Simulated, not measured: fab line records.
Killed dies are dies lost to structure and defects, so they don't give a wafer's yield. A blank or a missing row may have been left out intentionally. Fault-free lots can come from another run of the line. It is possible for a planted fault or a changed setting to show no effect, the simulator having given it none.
Problem report in the 8D (eight disciplines) form, filled by code -- flow n5Finfet -- the parts of the form that need people (team, actions taken, sign-off) are left out

## 1. THE PROBLEM
Wafers without a fault read 124.8 s, standard deviation 0.54; runLengthS at N5_BEOL_M2_CO_CAP_55 reads a mean of 84.2 s on 2 wafers belonging to 2 lots. That puts it -75 standard deviations away from the usual mean.
The step: material Co, precursor CCTBA/H2, target thk 2 nm, time 102.1 s.
Seen first at day 10 14:35 on cvdCo-02, wafer L914.4. The record holds 16 wafers of 6 lots with a number at this step. Rule for "out" (also "out of limits"): further than 4 standard deviations from the usual mean. The other wafers with a number count as sound.

## 2. WHAT IT IS, AND WHAT IT ISN'T
question,is,is not
which readings at this step,runLengthS,"chamberPressureTorr, heaterPowerW"
which lots,"L914, L916","L902, L903, L924, L925"
which wafers of those lots,"L914.4, L916.3","L914.2, L916.5"
read on which tools,cvdCo-02,cvdCo-01
when,from day 10 14:35,"up to then (7 sound wafers); but 7 sound wafers of L916, L924, L925 came after"

## 3. SUSPECTS, AND WHAT RULES EACH OUT
Counting: if a tool at a process step up to the reading ran every lot that is out, it stays a suspect. Sound lots after the first of them don't rule it out here, since some wafers of a struck lot are sound.
- rtpAnneal-02 at N5_BEOL_M2_ANNEAL_51 (time 90 s): kept. It ran every lot that is out, first L914 (day 10 13:58); its last sound lot up to then is L903 (day 7 08:42).
- cvdCo-02 at N5_BEOL_M2_PRE_CLEAN_60 (time 15 s): kept. It ran every lot that is out, first L914 (day 10 14:32); its last sound lot up to then is L903 (day 7 09:20).
- cvdCo-02 at N5_BEOL_M2_CO_CAP_55 (material Co, precursor CCTBA/H2, target thk 2 nm, time 102.1 s): kept. It ran every lot that is out, first L914 (day 10 14:35); its last sound lot up to then is L903 (day 7 09:22). Out on those wafers are its own readings of runLengthS.
Still standing after the count: rtpAnneal-02 at N5_BEOL_M2_ANNEAL_51, cvdCo-02 at N5_BEOL_M2_PRE_CLEAN_60, cvdCo-02 at N5_BEOL_M2_CO_CAP_55.

## 4. THE CAUSE (what the simulator had put in)
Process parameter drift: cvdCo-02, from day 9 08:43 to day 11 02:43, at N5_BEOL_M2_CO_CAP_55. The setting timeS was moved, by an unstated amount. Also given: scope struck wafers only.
This tool is one of the 3 suspects left after counting.

## 5. SEQUENCE OF EFFECTS, ordered by route
Rows list readings where the struck wafers' mean (over those with a number) sits beyond 3 standard deviations from the usual. Scope: only readings with a usual standard deviation given in the record; hours: median across lots of the time from each lot's start at the first step in this table that gives one to its start at this step; sigmas: change in usual standard deviations.
hours,step,reading,usual,on struck wafers,change,sigmas
0,N5_BEOL_M2_CO_CAP_55,runLengthS,124.8 s,84.2,-40.6,-75
It contains these process steps:
- N5_BEOL_M2_CO_CAP_55: material Co, precursor CCTBA/H2, target thk 2 nm, time 102.1 s.
Later steps that measure or inspect, where all struck wafers having a row at the step show a number for every such reading and not one has moved that far: N5_BEOL_M4_RC_MEAS_101.

## 6. HOW IT WOULD HAVE BEEN CAUGHT EARLIER
First out-of-limits reading in this record: day 10 14:35, which is 30 hours after fault onset at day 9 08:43.
